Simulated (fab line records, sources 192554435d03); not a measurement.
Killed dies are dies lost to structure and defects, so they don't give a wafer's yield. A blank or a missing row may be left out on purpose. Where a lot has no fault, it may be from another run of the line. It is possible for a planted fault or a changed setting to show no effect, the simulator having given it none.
Chamber matching :: flow n5-finfet :: 4 sister chambers for N5_BEOL_M13_ETCH_59 on rie-diel-05
The step etches BARC in N2/H2, target depth 89 nm, overetch 26.7 nm, time 67.9 s. 16 wafers are shown with their chamber, then 8 later ones without.

EACH WAFER AND ITS CHAMBER
wafer: L078.1
chamber: 2
showerhead-plenum-p-Torr (Torr): 2.67
throttle-valve-pct (%): 17.95
drypump-motor-current-A (A): 5.5

wafer: L078.4
chamber: 2
showerhead-plenum-p-Torr (Torr): 2.67
throttle-valve-pct (%): 17.94
drypump-motor-current-A (A): 5.4

wafer: L078.5
chamber: 1
showerhead-plenum-p-Torr (Torr): 2.68
throttle-valve-pct (%): 17.70
drypump-motor-current-A (A): 5.3

wafer: L082.1
chamber: 1
showerhead-plenum-p-Torr (Torr): 2.68
throttle-valve-pct (%): 17.71
drypump-motor-current-A (A): 5.3

wafer: L082.3
chamber: 0
showerhead-plenum-p-Torr (Torr): 2.47
throttle-valve-pct (%): 18.23
drypump-motor-current-A (A): 6.3

wafer: L082.5
chamber: 1
showerhead-plenum-p-Torr (Torr): 2.68
throttle-valve-pct (%): 17.71
drypump-motor-current-A (A): 5.3

wafer: L083.2
chamber: 1
showerhead-plenum-p-Torr (Torr): 2.68
throttle-valve-pct (%): 17.72
drypump-motor-current-A (A): 5.3

wafer: L083.5
chamber: 1
showerhead-plenum-p-Torr (Torr): 2.68
throttle-valve-pct (%): 17.71
drypump-motor-current-A (A): 5.3

wafer: L083.6
chamber: 0
showerhead-plenum-p-Torr (Torr): 2.47
throttle-valve-pct (%): 18.22
drypump-motor-current-A (A): 6.3

wafer: L088.2
chamber: 0
showerhead-plenum-p-Torr (Torr): 2.46
throttle-valve-pct (%): 18.24
drypump-motor-current-A (A): 6.3

wafer: L088.3
chamber: 3
showerhead-plenum-p-Torr (Torr): 2.49
throttle-valve-pct (%): 17.44
drypump-motor-current-A (A): 5.4

wafer: L088.5
chamber: 3
showerhead-plenum-p-Torr (Torr): 2.49
throttle-valve-pct (%): 17.46
drypump-motor-current-A (A): 5.3

wafer: L087.1
chamber: 2
showerhead-plenum-p-Torr (Torr): 2.66
throttle-valve-pct (%): 17.97
drypump-motor-current-A (A): 5.4

wafer: L087.4
chamber: 0
showerhead-plenum-p-Torr (Torr): 2.46
throttle-valve-pct (%): 18.26
drypump-motor-current-A (A): 6.3

wafer: L087.5
chamber: 0
showerhead-plenum-p-Torr (Torr): 2.46
throttle-valve-pct (%): 18.25
drypump-motor-current-A (A): 6.3

wafer: L095.1
chamber: 1
showerhead-plenum-p-Torr (Torr): 2.67
throttle-valve-pct (%): 17.74
drypump-motor-current-A (A): 5.3

SIGNATURES, as means of the wafers listed above
reading: showerhead-plenum-p-Torr
chamber 0: 2.4640
chamber 1: 2.6783
chamber 2: 2.6667
chamber 3: 2.4900
scatter within a chamber: 0.00474

reading: throttle-valve-pct
chamber 0: 18.2400
chamber 1: 17.7150
chamber 2: 17.9533
chamber 3: 17.4500
scatter within a chamber: 0.0148

reading: drypump-motor-current-A
chamber 0: 6.300
chamber 1: 5.300
chamber 2: 5.433
chamber 3: 5.350
scatter within a chamber: 0.0312
Rule: for a wafer and a chamber, the distance is found by dividing, reading by reading, the gap between the wafer's reading and the chamber's mean by the reading's scatter, squaring, summing and taking the root. If the next closest chamber is less than 2 further off than the closest, the wafer can't be placed; otherwise it belongs to the closest. The scatter is the square root of a quotient: the sum, over the shown wafers, of each reading's squared deviation from its chamber's mean, divided by wafers minus chambers.

WAFERS WHOSE CHAMBER IS MISSING
wafer: L095.2
showerhead-plenum-p-Torr (Torr): 2.46
throttle-valve-pct (%): 18.26
drypump-motor-current-A (A): 6.3

wafer: L095.3
showerhead-plenum-p-Torr (Torr): 2.49
throttle-valve-pct (%): 17.48
drypump-motor-current-A (A): 5.4

wafer: L096.1
showerhead-plenum-p-Torr (Torr): 2.46
throttle-valve-pct (%): 18.29
drypump-motor-current-A (A): 6.3

wafer: L096.3
showerhead-plenum-p-Torr (Torr): 2.67
throttle-valve-pct (%): 17.76
drypump-motor-current-A (A): 5.3

wafer: L096.4
showerhead-plenum-p-Torr (Torr): 2.66
throttle-valve-pct (%): 17.99
drypump-motor-current-A (A): 5.4

wafer: L091.3
showerhead-plenum-p-Torr (Torr): 2.66
throttle-valve-pct (%): 17.79
drypump-motor-current-A (A): 5.4

wafer: L091.4
showerhead-plenum-p-Torr (Torr): 2.45
throttle-valve-pct (%): 18.28
drypump-motor-current-A (A): 6.3

wafer: L091.6
showerhead-plenum-p-Torr (Torr): 2.48
throttle-valve-pct (%): 17.50
drypump-motor-current-A (A): 5.4

EACH ONE'S CHAMBER
wafer: L095.2
from the rows above: 0
in truth: 0

wafer: L095.3
from the rows above: 3
in truth: 3

wafer: L096.1
from the rows above: 0
in truth: 0

wafer: L096.3
from the rows above: 1
in truth: 1

wafer: L096.4
from the rows above: 2
in truth: 2

wafer: L091.3
from the rows above: 1
in truth: 1

wafer: L091.4
from the rows above: 0
in truth: 0

wafer: L091.6
from the rows above: 3
in truth: 3
8 of 8 placed correctly. Left unplaced by these rows: 0. 0 placed wrongly.
